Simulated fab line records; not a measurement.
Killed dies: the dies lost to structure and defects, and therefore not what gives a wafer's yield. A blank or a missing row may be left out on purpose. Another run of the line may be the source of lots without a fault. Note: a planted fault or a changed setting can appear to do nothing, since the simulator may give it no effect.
Which tool is to blame?    flow n5Finfet    8 lots, 24 wafers sampled, at 9 steps of a route of 1938

## WHAT THE GAUGES SHOWED, per wafer
N5_SPACER0_INSPECT_04: inspects for defects (darkfield).
lot   measured     on                rawDefectCount
L695  day 4 00:22  defectInspect-01  169 96 125
L700  day 5 09:27  defectInspect-01  362 376 410
L702  day 5 21:55  defectInspect-02  519 448 432
L705  day 6 12:07  defectInspect-01  124 96 96
L707  day 7 00:26  defectInspect-01  103 111 132
L710  day 7 20:59  defectInspect-01  171 205 131
L714  day 8 20:00  defectInspect-01  123 126 104
L708  day 8 21:31  defectInspect-02  171 139 190

N5_SD_EPI_N_INSPECT_11: inspects for defects (macro).
lot   measured     on                rawDefectCount
L695  day 4 00:42  defectInspect-01  2 0 2
L700  day 5 09:54  defectInspect-01  289 281 298
L702  day 5 22:14  defectInspect-02  295 >300 266
L705  day 6 12:34  defectInspect-02  1 5 3
L707  day 7 00:53  defectInspect-02  3 1 2
L710  day 7 21:19  defectInspect-01  2 2 3
L714  day 8 20:20  defectInspect-01  2 0 1
L708  day 8 21:59  defectInspect-01  1 3 4

N5_SD_EPI_N_INSPECT_26: inspects for defects (darkfield).
lot   measured     on                rawDefectCount
L695  day 4 05:50  defectInspect-01  293 242 316
L700  day 5 14:47  defectInspect-01  434 419 430
L702  day 6 02:59  defectInspect-02  580 548 525
L705  day 6 16:46  defectInspect-01  218 156 188
L707  day 7 05:37  defectInspect-01  181 140 183
L710  day 8 02:03  defectInspect-01  263 324 211
L714  day 9 00:22  defectInspect-01  186 187 238
L708  day 9 02:30  defectInspect-02  226 200 293

N5_SD_EPI_P_INSPECT_26: inspects for defects (darkfield).
lot   measured     on                rawDefectCount
L695  day 4 10:44  defectInspect-02  299 235 360
L700  day 5 19:50  defectInspect-01  435 444 457
L702  day 6 09:02  defectInspect-02  570 491 465
L705  day 6 21:43  defectInspect-01  122 112 149
L707  day 7 10:35  defectInspect-01  129 111 147
L710  day 8 07:05  defectInspect-01  168 256 206
L714  day 9 04:27  defectInspect-02  193 187 235
L708  day 9 07:25  defectInspect-01  159 181 217

N5_BEOL_M4_RC_MEAS_101.
lot   measured      on         DIBL_N (mV/V)   DIBL_P (mV/V)   IOFF_N (nA/um)  IOFF_P (nA/um)  ION_N (uA/um)  ION_P (uA/um)  SS_N (mV/dec)   SS_P (mV/dec)   VT_N (mV)    VT_P (mV)
L695  day 9 09:04   prober-02  36.3 36.1 38.2  36.9 37.0 39.6  0.17 0.17 0.23  0.21 0.21 0.27  683 677 687    459 457 465    71.6 71.6 72.3  73.3 73.4 74.0  250 249 243  -253 -253 -249
L700  day 10 17:31  prober-02  37.3 36.4 36.4  37.4 35.5 36.1  0.17 0.14 0.15  0.23 0.18 0.21  678 667 668    468 453 454    71.3 70.6 70.6  73.4 73.6 73.7  246 251 251  -247 -253 -251
L702  day 11 06:13  prober-01  34.2 34.6 36.7  34.8 36.0 36.9  0.14 0.15 0.18  0.20 0.21 0.21  666 688 687    463 478 471    70.9 71.3 71.7  72.3 72.5 73.6  250 248 247  -249 -250 -254
L705  day 11 13:50  prober-02  37.1 35.9 36.5  36.5 36.2 36.0  0.18 0.16 0.17  0.21 0.21 0.21  686 676 678    469 464 460    72.0 71.6 71.8  73.1 73.7 73.5  246 247 248  -251 -252 -252
L707  day 12 10:47  prober-01  39.4 37.6 39.6  40.5 38.6 40.6  0.22 0.17 0.23  0.24 0.22 0.25  695 674 690    470 462 462    71.8 71.2 71.9  73.8 73.7 74.8  246 247 245  -250 -251 -252
L710  day 12 20:27  prober-01  34.9 34.4 35.2  34.4 33.1 34.6  0.14 0.12 0.13  0.20 0.17 0.20  658 654 660    457 450 454    71.2 70.5 71.1  72.8 72.2 73.1  252 254 251  -249 -253 -250
L714  day 13 22:20  prober-02  34.9 35.4 36.7  36.0 36.3 38.3  0.16 0.17 0.21  0.20 0.21 0.24  682 674 688    463 461 463    71.6 71.3 72.0  73.4 74.2 73.9  248 248 242  -247 -248 -248
L708  day 14 08:28  prober-01  36.0 35.1 37.1  35.9 33.0 36.0  0.17 0.16 0.18  0.24 0.19 0.23  672 687 669    463 470 461    71.7 71.0 71.3  73.3 72.7 73.4  250 248 246  -246 -250 -248

## EACH LOT AND THE TOOL THAT RAN IT (in order: tool; ch and the chambers of the sampled wafers; start)
lot   N5_DUMMY_GATE_ETCH_36             N5_DUMMY_GATE_ETCH_23           N5_SPACER0_ALD_08                N5_SD_EPI_N_ETCH_45
L695  rieDiel-03 ch 0,1,2, day 3 22:43  rieSi-05 ch 0,2,3, day 3 23:19  aldSin-02 ch 0,3, day 4 00:13    rieDiel-04 ch 0,1,3, day 4 01:40
L700  rieDiel-05 ch 0,1,3, day 5 07:47  rieSi-06 ch 0,2, day 5 08:23    aldSin-02 ch 2,3, day 5 09:17    rieDiel-01 ch 0,2, day 5 10:27
L702  rieDiel-03 ch 2,3, day 5 20:16    rieSi-05 ch 1,2,3, day 5 20:51  aldSin-02 ch 0,1,2, day 5 21:45  rieDiel-01 ch 0,1,2, day 5 22:48
L705  rieDiel-03 ch 1,2, day 6 10:28    rieSi-03 ch 0,1,2, day 6 11:04  aldSin-03 ch 2,3, day 6 11:58    rieDiel-02 ch 0,1, day 6 13:19
L707  rieDiel-06 ch 0,1,2, day 6 21:47  rieSi-03 ch 1,3, day 6 22:22    aldSin-03 ch 0,1,3, day 7 00:17  rieDiel-02 ch 0,1,2, day 7 01:26
L710  rieDiel-06 ch 0,2,3, day 7 18:58  rieSi-05 ch 0,2,3, day 7 19:55  aldSin-01 ch 0,3, day 7 20:50    rieDiel-04 ch 0,1,2, day 7 21:52
L714  rieDiel-06 ch 0,3, day 8 17:50    rieSi-03 ch 0,2,3, day 8 18:26  aldSin-02 ch 0,2,3, day 8 19:50  rieDiel-01 ch 1,2,3, day 8 20:56
L708  rieDiel-03 ch 0,1,2, day 8 19:26  rieSi-06 ch 1,2,3, day 8 20:26  aldSin-02 ch 1,2, day 8 21:22    rieDiel-01 ch 0,1,2, day 8 23:03
- N5_DUMMY_GATE_ETCH_36: etches SiARC in CF4, target depth 13 nm.
- N5_DUMMY_GATE_ETCH_23: etches poly-Si in HBr/Cl2/O2, target depth 41 nm, time 22.3 s.
- N5_SPACER0_ALD_08: deposits SiNx, target thk 2 nm.
- N5_SD_EPI_N_ETCH_45: etches SiOCN in CH3F/O2, target depth 6 nm.

## AS READ BY THE TOOLS THEMSELVES (means over the sampled wafers that have a number; for cases with no such wafer, the mark the record gives instead)
N5_DUMMY_GATE_ETCH_36.
lot   tool        drypumpMotorCurrentA (A)  oesProductAu (a.u.)  rfVppV (V)  showerheadPlenumPTorr (Torr)  throttleValvePct (%)
L695  rieDiel-03  6.0                       0.78                 184.1       2.18                          15.70
L700  rieDiel-05  5.8                       0.77                 184.4       2.11                          15.59
L702  rieDiel-03  5.8                       0.73                 184.6       2.17                          15.82
L705  rieDiel-03  6.1                       0.73                 183.7       2.17                          15.76
L707  rieDiel-06  5.8                       0.74                 183.8       2.15                          15.95
L710  rieDiel-06  5.7                       0.75                 183.1       2.11                          15.90
L714  rieDiel-06  5.8                       0.73                 184.2       2.16                          16.03
L708  rieDiel-03  6.0                       0.75                 184.3       2.18                          15.75

N5_DUMMY_GATE_ETCH_23.
lot   tool      drypumpMotorCurrentA (A)  oesProductAu (a.u.)  throttleValvePct (%)
L695  rieSi-05  5.5                       0.998                37.1
L700  rieSi-06  6.2                       0.999                37.5
L702  rieSi-05  5.4                       0.982                37.0
L705  rieSi-03  5.7                       1.000                37.1
L707  rieSi-03  5.6                       1.000                37.0
L710  rieSi-05  5.5                       1.008                37.1
L714  rieSi-03  6.0                       1.019                37.4
L708  rieSi-06  6.2                       1.010                37.6

N5_SPACER0_ALD_08.
lot   tool       chamberPressureTorr (Torr)  heaterPowerW (W)
L695  aldSin-02  1.999                       875
L700  aldSin-02  1.996                       796
L702  aldSin-02  2.000                       839
L705  aldSin-03  1.999                       833
L707  aldSin-03  2.000                       827
L710  aldSin-01  2.003                       914
L714  aldSin-02  1.998                       843
L708  aldSin-02  2.000                       845

N5_SD_EPI_N_ETCH_45.
lot   tool        drypumpMotorCurrentA (A)  oesProductAu (a.u.)  rfVppV (V)  showerheadPlenumPTorr (Torr)  throttleValvePct (%)
L695  rieDiel-04  5.5                       0.77                 126.9       2.04                          23.54
L700  rieDiel-01  5.8                       0.77                 126.8       1.91                          23.15
L702  rieDiel-01  5.9                       0.81                 127.1       1.95                          23.30
L705  rieDiel-02  5.9                       0.83                 127.9       2.03                          23.48
L707  rieDiel-02  6.2                       0.82                 127.0       2.05                          23.56
L710  rieDiel-04  5.6                       0.78                 127.6       2.01                          23.34
L714  rieDiel-01  6.1                       0.77                 127.1       1.99                          23.52
L708  rieDiel-01  5.9                       0.78                 127.6       1.94                          23.35

## THE ANSWER, worked out from the rows above alone
Rule: the usual values come from the lots themselves. The widest of any qualifying gaps counts: lots, ordered by their means at a reading, are off when they make up no more than a third of the lots, leave a main group of 4 or more, and stand apart from it by 3 or more times the standard deviation of that group's means. A main group whose means are all the same, to the digits that the tables above print for the reading, isn't used. Also off: a lot with no number at a reading for which 4 or more lots have one. The other lots that the step has rows for count as sound. First the gauges in route order, then the tools' own readings, where a lot's mean is used as printed above. At the first step where some lot is off, the reading lying furthest off is the one used; lots without a number count as furthest.
Off: L700, L702 (N5_SPACER0_INSPECT_04, rawDefectCount). Mean 134 and standard deviation 25 in the main group.
If a tool, at a process step before that reading, ran all the lots that are off and no sound lot after the first of them, it fits. The gauges at N5_SPACER0_INSPECT_04 are tried like those tools. Not one of the candidates tried fits.

## WHAT THE SIMULATOR HAD PUT IN
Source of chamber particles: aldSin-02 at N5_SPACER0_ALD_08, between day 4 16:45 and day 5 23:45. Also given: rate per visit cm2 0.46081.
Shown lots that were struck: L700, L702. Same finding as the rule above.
